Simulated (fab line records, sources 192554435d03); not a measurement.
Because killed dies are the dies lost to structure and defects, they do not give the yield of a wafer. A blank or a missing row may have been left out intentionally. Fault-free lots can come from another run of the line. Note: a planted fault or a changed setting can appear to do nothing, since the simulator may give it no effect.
Matching of chambers + flow n5_finfet + N5_DUMMY_GATE_CMP_04 on cmp-01 has 4 sister chambers
The step polishes a-Si. 8 wafers are shown with their chamber, then 9 later ones without.

WAFERS PAIRED WITH THEIR CHAMBERS
| wafer  | chamber | motor_current_A (A) | time_to_endpoint_s (s) |
|--------|---------|---------------------|------------------------|
| L078.4 | 0       | 8.2                 | 12.9                   |
| L080.4 | 3       | 8.8                 | 13.4                   |
| L080.6 | 3       | 8.5                 | 13.4                   |
| L081.2 | 0       | 7.6                 | 13.3                   |
| L081.5 | 1       | 10.9                | 14.8                   |
| L082.1 | 2       | 10.3                | 12.9                   |
| L082.4 | 1       | 10.4                | 15.7                   |
| L082.5 | 2       | 10.1                | 10.4                   |

WAFERS WITHOUT THEIR CHAMBER
| wafer  | motor_current_A (A) | time_to_endpoint_s (s) |
|--------|---------------------|------------------------|
| L088.1 | 8.2                 | 10.3                   |
| L088.2 | 10.4                | 10.8                   |
| L088.4 | 8.8                 | 14.1                   |
| L089.1 | 10.7                | 12.0                   |
| L089.2 | 9.2                 | 10.9                   |
| L089.4 | 10.2                | 11.4                   |
| L097.1 | 8.8                 | 10.7                   |
| L097.3 | 8.0                 | 10.7                   |
| L097.5 | 10.6                | 14.1                   |

WHICH CHAMBER EACH ONE RAN IN
| wafer  | from the rows above          | in truth |
|--------|------------------------------|----------|
| L088.1 | can't be placed: 0 or 3      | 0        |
| L088.2 | 2                            | 2        |
| L088.4 | 3                            | 3        |
| L089.1 | can't be placed: 2 or 1      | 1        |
| L089.2 | can't be placed: 3 or 2 or 0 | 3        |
| L089.4 | 2                            | 2        |
| L097.1 | can't be placed: 3 or 0 or 2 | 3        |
| L097.3 | can't be placed: 0 or 3      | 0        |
| L097.5 | can't be placed: 1 or 2      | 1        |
Placed correctly: 3 of 9. These rows do not allow placing 6 (true chamber among the candidates in 6). 0 placed wrongly.
How it was worked out, from the rows above alone: a wafer's distance from a chamber is the root of the sum, over the readings, of the square of ((its reading less the chamber's mean) divided by the reading's scatter). If the next closest chamber is less than 2 further off than the closest, the wafer can't be placed; otherwise it belongs to the closest. For every chamber, the mean is computed from those of its wafers that are shown. The scatter is the square root of a quotient: the sum, over the shown wafers, of each reading's squared deviation from its chamber's mean, divided by wafers minus chambers.
